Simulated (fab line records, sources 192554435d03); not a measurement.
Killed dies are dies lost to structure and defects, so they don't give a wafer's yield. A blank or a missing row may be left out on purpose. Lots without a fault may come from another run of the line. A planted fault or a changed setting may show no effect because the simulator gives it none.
Which tool did it? | flow n5_finfet | 24 lots, 72 wafers sampled, at 6 steps of a route of 1938

WHAT THE GAUGES READ, wafer by wafer
N5_BEOL_M4_OVL_MEAS_12. Usual: M4_OVL 0.0 nm, standard deviation 0.75.
lot  | measured     | on         | M4_OVL (nm)    | flag
L075 | day 7 12:35  | overlay-01 | 0.5 -0.2 0.8   |
L074 | day 7 16:05  | overlay-01 | -1.3 -0.7 -0.4 |
L076 | day 8 02:22  | overlay-01 | 0.5 0.3 0.5    |
L077 | day 8 03:21  | overlay-01 | -0.6 0.1 -0.1  |
L078 | day 8 19:19  | overlay-02 | -0.1 -0.1 -0.1 |
L079 | day 8 19:34  | overlay-02 | 1.2 0.8 1.2    |
L080 | day 9 23:31  | overlay-02 | -0.5 0.2 0.0   |
L081 | day 10 00:52 | overlay-01 | 0.2 0.4 -0.7   |
L082 | day 10 02:04 | overlay-02 | 0.3 0.4 0.0    |
L084 | day 10 06:50 | overlay-02 | 0.1 0.3 1.1    |
L085 | day 10 11:07 | overlay-01 | -0.6 -0.3 0.1  |
L083 | day 10 13:08 | overlay-01 | -0.3 0.3 -0.3  |
L086 | day 10 16:17 | overlay-01 | 0.4 -0.1 0.9   |
L087 | day 10 16:20 | overlay-02 | -0.2 -0.4 -1.1 |
L088 | day 11 04:29 | overlay-01 | -1.8 -1.3 -1.7 |
L089 | day 11 06:38 | overlay-02 | 0.8 0.1 -0.5   |
L090 | day 11 10:20 | overlay-02 | 0.7 2.0 0.1    |
L091 | day 11 14:27 | overlay-01 | 0.2 1.0 0.2    |
L092 | day 12 11:28 | overlay-02 | 0.6 -0.7 0.3   |
L093 | day 12 11:45 | overlay-02 | 1.4 -0.2 0.4   |
L094 | day 12 13:16 | overlay-01 | -0.6 0.4 -0.9  |
L095 | day 13 09:22 | overlay-01 | 0.3 0.8 -0.2   |
L096 | day 13 17:02 | overlay-02 | -0.6 -0.6 0.4  |
L097 | day 13 20:00 | overlay-02 | -0.1 -0.3 -0.2 |

WHICH TOOL RAN EACH LOT (tool, then ch and the chambers of the sampled wafers, then the start)
lot  | N5_BEOL_M3_SPUTTER_48        | N5_BEOL_M3_ANNEAL_80         | N5_BEOL_M3_ANNEAL_82         | N5_BEOL_M3_ANNEAL_51             | N5_BEOL_M3_CMP_52
L075 | pvd_sputter-03, day 7 07:59  | pvd_sputter-03, day 7 08:17  | pvd_sputter-03, day 7 08:31  | rtp_anneal-01 ch 0, day 7 10:05  | cmp-01 ch 0,1, day 7 10:23
L074 | pvd_sputter-01, day 7 10:55  | pvd_sputter-01, day 7 11:13  | pvd_sputter-01, day 7 11:26  | rtp_anneal-01 ch 0, day 7 12:56  | cmp-04 ch 2,3, day 7 13:24
L076 | pvd_sputter-01, day 7 21:32  | pvd_sputter-01, day 7 21:50  | pvd_sputter-01, day 7 22:03  | rtp_anneal-01 ch 0, day 7 23:29  | cmp-01 ch 0,1,3, day 8 00:01
L077 | pvd_sputter-01, day 7 23:51  | pvd_sputter-01, day 8 00:09  | pvd_sputter-01, day 8 00:22  | rtp_anneal-02 ch 0, day 8 01:49  | cmp-01 ch 0,1,3, day 8 02:09
L078 | pvd_sputter-01, day 8 15:40  | pvd_sputter-01, day 8 15:58  | pvd_sputter-01, day 8 16:11  | rtp_anneal-02 ch 0, day 8 17:42  | cmp-02 ch 0,1,3, day 8 18:03
L079 | pvd_sputter-03, day 8 16:03  | pvd_sputter-03, day 8 16:21  | pvd_sputter-03, day 8 16:34  | rtp_anneal-02 ch 0, day 8 18:03  | cmp-01 ch 1,2, day 8 18:18
L080 | pvd_sputter-01, day 9 17:57  | pvd_sputter-01, day 9 18:15  | pvd_sputter-01, day 9 18:28  | rtp_anneal-01 ch 0, day 9 21:41  | cmp-04 ch 0,1, day 9 21:54
L081 | pvd_sputter-01, day 9 20:08  | pvd_sputter-01, day 9 20:26  | pvd_sputter-01, day 9 20:40  | rtp_anneal-01 ch 0, day 9 22:53  | cmp-01 ch 0,2,3, day 9 23:11
L082 | pvd_sputter-03, day 9 20:36  | pvd_sputter-03, day 9 20:54  | pvd_sputter-03, day 9 21:07  | rtp_anneal-01 ch 0, day 9 23:34  | cmp-04 ch 0,2, day 9 23:52
L084 | pvd_sputter-03, day 10 00:14 | pvd_sputter-03, day 10 00:32 | pvd_sputter-03, day 10 00:46 | rtp_anneal-01 ch 0, day 10 03:41 | cmp-04 ch 0,2,3, day 10 03:56
L085 | pvd_sputter-02, day 10 07:30 | pvd_sputter-02, day 10 07:48 | pvd_sputter-02, day 10 08:01 | rtp_anneal-01 ch 0, day 10 09:28 | cmp-01 ch 1,2,3, day 10 09:46
L083 | pvd_sputter-03, day 10 07:35 | pvd_sputter-03, day 10 07:53 | pvd_sputter-03, day 10 08:06 | rtp_anneal-01 ch 0, day 10 09:46 | cmp-01 ch 0,1,3, day 10 10:08
L086 | pvd_sputter-02, day 10 10:35 | pvd_sputter-02, day 10 10:53 | pvd_sputter-02, day 10 11:06 | rtp_anneal-01 ch 0, day 10 12:35 | cmp-04 ch 0,1, day 10 12:50
L087 | pvd_sputter-03, day 10 10:52 | pvd_sputter-03, day 10 11:10 | pvd_sputter-03, day 10 11:23 | rtp_anneal-01 ch 0, day 10 13:32 | cmp-04 ch 0,1,2, day 10 13:58
L088 | pvd_sputter-02, day 10 23:26 | pvd_sputter-02, day 10 23:44 | pvd_sputter-02, day 10 23:57 | rtp_anneal-01 ch 0, day 11 02:53 | cmp-01 ch 0,1,3, day 11 03:10
L089 | pvd_sputter-03, day 11 00:34 | pvd_sputter-03, day 11 00:52 | pvd_sputter-03, day 11 01:05 | rtp_anneal-01 ch 0, day 11 03:11 | cmp-04 ch 0,2,3, day 11 03:29
L090 | pvd_sputter-03, day 11 06:18 | pvd_sputter-03, day 11 06:36 | pvd_sputter-03, day 11 06:49 | rtp_anneal-01 ch 0, day 11 08:16 | cmp-02 ch 0,1, day 11 09:10
L091 | pvd_sputter-03, day 11 09:48 | pvd_sputter-03, day 11 10:06 | pvd_sputter-03, day 11 10:19 | rtp_anneal-01 ch 0, day 11 12:10 | cmp-04 ch 0,1,3, day 11 12:29
L092 | pvd_sputter-01, day 12 03:13 | pvd_sputter-01, day 12 03:31 | pvd_sputter-01, day 12 03:44 | rtp_anneal-01 ch 0, day 12 08:07 | cmp-02 ch 0,3, day 12 08:25
L093 | pvd_sputter-01, day 12 05:08 | pvd_sputter-01, day 12 05:26 | pvd_sputter-01, day 12 05:40 | rtp_anneal-01 ch 0, day 12 09:09 | cmp-01 ch 2,3, day 12 09:27
L094 | pvd_sputter-01, day 12 09:41 | pvd_sputter-01, day 12 09:59 | pvd_sputter-01, day 12 10:12 | rtp_anneal-01 ch 0, day 12 11:38 | cmp-01 ch 0,1,3, day 12 12:01
L095 | pvd_sputter-01, day 13 05:06 | pvd_sputter-01, day 13 05:24 | pvd_sputter-01, day 13 05:37 | rtp_anneal-01 ch 0, day 13 07:14 | cmp-04 ch 0,1,2, day 13 07:34
L096 | pvd_sputter-02, day 13 12:57 | pvd_sputter-02, day 13 13:15 | pvd_sputter-02, day 13 13:28 | rtp_anneal-01 ch 0, day 13 15:02 | cmp-04 ch 0,1,3, day 13 15:23
L097 | pvd_sputter-03, day 13 16:22 | pvd_sputter-03, day 13 16:40 | pvd_sputter-03, day 13 16:53 | rtp_anneal-01 ch 0, day 13 18:25 | cmp-04 ch 0,1,2, day 13 18:42
- N5_BEOL_M3_SPUTTER_48: material Cu, target thk 4.5 nm, time 8.29 s.
- N5_BEOL_M3_ANNEAL_80: time 240 s.
- N5_BEOL_M3_ANNEAL_82: time 240 s.
- N5_BEOL_M3_ANNEAL_51: time 90 s.
- N5_BEOL_M3_CMP_52: polishes, stops on SiOC, t overpolish 6.8 s, target thk 40 nm.

WHAT THE TOOLS THEMSELVES READ (means of the sampled wafers that have a number; where no wafer has one, the mark that the record gives instead)
N5_BEOL_M3_SPUTTER_48. Usual: chamber_pressure_pa 0.07001 Pa, standard deviation 0.00015; chuck_gas_flow_sccm 1.26 sccm, standard deviation 0.052; throttle_valve_pct 29.9 %, standard deviation 0.84.
lot  | tool           | chamber_pressure_pa (Pa) | chuck_gas_flow_sccm (sccm) | throttle_valve_pct (%) | flag
L075 | pvd_sputter-03 | 0.06992                  | 1.24                       | 30.0                   |
L074 | pvd_sputter-01 | 0.07008                  | 1.21                       | 30.5                   |
L076 | pvd_sputter-01 | 0.07009                  | 1.29                       | 28.8                   |
L077 | pvd_sputter-01 | 0.07003                  | 1.31                       | 30.0                   |
L078 | pvd_sputter-01 | 0.06983                  | 1.21                       | 29.7                   |
L079 | pvd_sputter-03 | 0.06991                  | 1.26                       | 30.0                   |
L080 | pvd_sputter-01 | 0.07006                  | 1.27                       | 30.0                   |
L081 | pvd_sputter-01 | 0.07013                  | 1.26                       | 30.5                   |
L082 | pvd_sputter-03 | 0.07005                  | 1.29                       | 29.8                   |
L084 | pvd_sputter-03 | 0.07006                  | 1.27                       | 30.1                   |
L085 | pvd_sputter-02 | 0.07014                  | 1.28                       | 30.7                   |
L083 | pvd_sputter-03 | 0.07000                  | 1.23                       | 29.8                   |
L086 | pvd_sputter-02 | 0.07010                  | 1.28                       | 30.7                   |
L087 | pvd_sputter-03 | 0.07000                  | 1.28                       | 29.8                   |
L088 | pvd_sputter-02 | 0.06999                  | 1.31                       | 30.5                   |
L089 | pvd_sputter-03 | 0.06997                  | 1.22                       | 30.0                   |
L090 | pvd_sputter-03 | 0.06998                  | 1.28                       | 29.7                   |
L091 | pvd_sputter-03 | 0.06998                  | 1.26                       | 29.7                   |
L092 | pvd_sputter-01 | 0.07010                  | 1.27                       | 30.4                   |
L093 | pvd_sputter-01 | 0.06995                  | 1.28                       | 28.7                   |
L094 | pvd_sputter-01 | 0.06993                  | 1.21                       | 30.3                   |
L095 | pvd_sputter-01 | 0.07004                  | 1.26                       | 29.4                   |
L096 | pvd_sputter-02 | 0.06984                  | 1.26                       | 30.4                   |
L097 | pvd_sputter-03 | 0.06997                  | 1.24                       | 29.5                   |

N5_BEOL_M3_ANNEAL_80. Usual: heater_power_w 798 W, standard deviation 59.
lot  | tool           | heater_power_w (W) | flag
L075 | pvd_sputter-03 | 846                |
L074 | pvd_sputter-01 | 783                |
L076 | pvd_sputter-01 | 737                |
L077 | pvd_sputter-01 | 729                |
L078 | pvd_sputter-01 | 784                |
L079 | pvd_sputter-03 | 821                |
L080 | pvd_sputter-01 | 726                |
L081 | pvd_sputter-01 | 793                |
L082 | pvd_sputter-03 | 833                |
L084 | pvd_sputter-03 | 850                |
L085 | pvd_sputter-02 | 801                |
L083 | pvd_sputter-03 | 832                |
L086 | pvd_sputter-02 | 831                |
L087 | pvd_sputter-03 | 821                |
L088 | pvd_sputter-02 | 824                |
L089 | pvd_sputter-03 | 813                |
L090 | pvd_sputter-03 | 820                |
L091 | pvd_sputter-03 | 827                |
L092 | pvd_sputter-01 | 762                |
L093 | pvd_sputter-01 | 755                |
L094 | pvd_sputter-01 | 789                |
L095 | pvd_sputter-01 | 720                |
L096 | pvd_sputter-02 | 805                |
L097 | pvd_sputter-03 | 827                |

N5_BEOL_M3_ANNEAL_82. Usual: heater_power_w 798 W, standard deviation 59.
lot  | tool           | heater_power_w (W) | flag
L075 | pvd_sputter-03 | 859                |
L074 | pvd_sputter-01 | 791                |
L076 | pvd_sputter-01 | 758                |
L077 | pvd_sputter-01 | 732                |
L078 | pvd_sputter-01 | 778                |
L079 | pvd_sputter-03 | 839                |
L080 | pvd_sputter-01 | 722                |
L081 | pvd_sputter-01 | 789                |
L082 | pvd_sputter-03 | 818                |
L084 | pvd_sputter-03 | 827                |
L085 | pvd_sputter-02 | 821                |
L083 | pvd_sputter-03 | 858                |
L086 | pvd_sputter-02 | 816                |
L087 | pvd_sputter-03 | 809                |
L088 | pvd_sputter-02 | 806                |
L089 | pvd_sputter-03 | 814                |
L090 | pvd_sputter-03 | 803                |
L091 | pvd_sputter-03 | 823                |
L092 | pvd_sputter-01 | 769                |
L093 | pvd_sputter-01 | 762                |
L094 | pvd_sputter-01 | 790                |
L095 | pvd_sputter-01 | 731                |
L096 | pvd_sputter-02 | 805                |
L097 | pvd_sputter-03 | 809                |

N5_BEOL_M3_ANNEAL_51. Usual: wafer_temp_C_max 226.8, standard deviation 0.46.
lot  | tool          | wafer_temp_C_max | flag
L075 | rtp_anneal-01 | 227.2            |
L074 | rtp_anneal-01 | 227.0            |
L076 | rtp_anneal-01 | 226.9            |
L077 | rtp_anneal-02 | 225.9            |
L078 | rtp_anneal-02 | 225.7            |
L079 | rtp_anneal-02 | 226.1            |
L080 | rtp_anneal-01 | 226.8            |
L081 | rtp_anneal-01 | 226.7            |
L082 | rtp_anneal-01 | 226.4            |
L084 | rtp_anneal-01 | 226.9            |
L085 | rtp_anneal-01 | 226.6            |
L083 | rtp_anneal-01 | 226.9            |
L086 | rtp_anneal-01 | 227.0            |
L087 | rtp_anneal-01 | 226.9            |
L088 | rtp_anneal-01 | 226.6            |
L089 | rtp_anneal-01 | 226.9            |
L090 | rtp_anneal-01 | 226.8            |
L091 | rtp_anneal-01 | 227.0            |
L092 | rtp_anneal-01 | 227.1            |
L093 | rtp_anneal-01 | 227.1            |
L094 | rtp_anneal-01 | 226.8            |
L095 | rtp_anneal-01 | 226.8            |
L096 | rtp_anneal-01 | 227.1            |
L097 | rtp_anneal-01 | 226.8            |

N5_BEOL_M3_CMP_52. Usual: barrier_field_endpoint_s 24.7 s, standard deviation 0.68; clearing_platen_rpm 49.999 rpm, standard deviation 0.029; edge_zone_pressure_frac 1.000, standard deviation 0.0052; motor_current_A 6.1 A, standard deviation 0.39; overpolish_run_s 6.799 s, standard deviation 0.0089; slurry_flow_ml_min 150.0, standard deviation 0.5; time_to_endpoint_s 62 s, standard deviation 3.8.
lot  | tool   | barrier_field_endpoint_s (s) | clearing_platen_rpm (rpm) | edge_zone_pressure_frac | motor_current_A (A) | overpolish_run_s (s) | slurry_flow_ml_min | time_to_endpoint_s (s) | flag
L075 | cmp-01 | 25.1                         | 50.020                    | 1.002                   | 6.4                 | 6.801                | 149.9              | 67                     |
L074 | cmp-04 | 24.5                         | 49.962                    | 1.008                   | 6.1                 | 6.796                | 150.1              | 60                     |
L076 | cmp-01 | 25.4                         | 49.983                    | 0.998                   | 6.1                 | 6.800                | 150.0              | 66                     |
L077 | cmp-01 | 25.2                         | 50.003                    | 0.997                   | 6.0                 | 6.797                | 150.0              | 68                     |
L078 | cmp-02 | 25.0                         | 49.991                    | 0.998                   | 6.3                 | 6.797                | 149.6              | 62                     |
L079 | cmp-01 | 24.6                         | 50.003                    | 1.000                   | 6.3                 | 6.799                | 150.1              | 61                     |
L080 | cmp-04 | 25.1                         | 50.013                    | 1.001                   | 5.8                 | 6.808                | 150.4              | 64                     |
L081 | cmp-01 | 25.3                         | 50.007                    | 0.999                   | 5.9                 | 6.795                | 150.9              | 65                     |
L082 | cmp-04 | 24.7                         | 49.986                    | 0.999                   | 6.2                 | 6.797                | 150.0              | 60                     |
L084 | cmp-04 | 24.4                         | 49.993                    | 0.999                   | 6.0                 | 6.797                | 150.6              | 59                     |
L085 | cmp-01 | 24.7                         | 49.992                    | 0.998                   | 6.0                 | 6.805                | 150.0              | 65                     |
L083 | cmp-01 | 24.3                         | 49.999                    | 0.997                   | 5.9                 | 6.810                | 149.8              | 64                     |
L086 | cmp-04 | 25.6                         | 49.990                    | 1.000                   | 5.9                 | 6.791                | 149.5              | 63                     |
L087 | cmp-04 | 24.5                         | 50.016                    | 1.000                   | 5.8                 | 6.792                | 149.6              | 61                     |
L088 | cmp-01 | 24.4                         | 50.035                    | 0.995                   | 6.2                 | 6.795                | 150.0              | 60                     |
L089 | cmp-04 | 24.6                         | 50.017                    | 1.001                   | 6.3                 | 6.810                | 149.8              | 59                     |
L090 | cmp-02 | 24.6                         | 49.981                    | 1.000                   | 6.1                 | 6.800                | 150.0              | 58                     |
L091 | cmp-04 | 24.6                         | 49.969                    | 1.008                   | 6.1                 | 6.797                | 150.6              | 62                     |
L092 | cmp-02 | 24.7                         | 50.000                    | 0.995                   | 6.1                 | 6.801                | 150.1              | 61                     |
L093 | cmp-01 | 24.7                         | 49.998                    | 0.996                   | 5.8                 | 6.801                | 150.1              | 62                     |
L094 | cmp-01 | 24.2                         | 50.005                    | 0.999                   | 6.2                 | 6.794                | 150.1              | 63                     |
L095 | cmp-04 | 24.1                         | 49.974                    | 0.999                   | 6.0                 | 6.798                | 150.3              | 60                     |
L096 | cmp-04 | 24.3                         | 49.979                    | 1.005                   | 6.0                 | 6.811                | 149.7              | 61                     |
L097 | cmp-04 | 25.3                         | 49.997                    | 1.000                   | 6.0                 | 6.801                | 150.2              | 63                     |

THE ANSWER, worked out from the rows above alone
Rule: a lot is off if the mean of its wafers that have a number lies more than 3 standard deviations from the usual mean. A lot without any number at a reading at which 4 lots or more have one is off too. The other lots that the step has rows for count as sound. The gauges are gone through in route order, then the tools' own readings, and for those a lot's mean is taken as printed above. The first step at which some lot is off is used, and at that step the reading that is off furthest; a lot without a number counts as furthest.
No lot is off at any reading shown: from this, nothing can be told.

WHAT THE SIMULATOR HAD PUT IN
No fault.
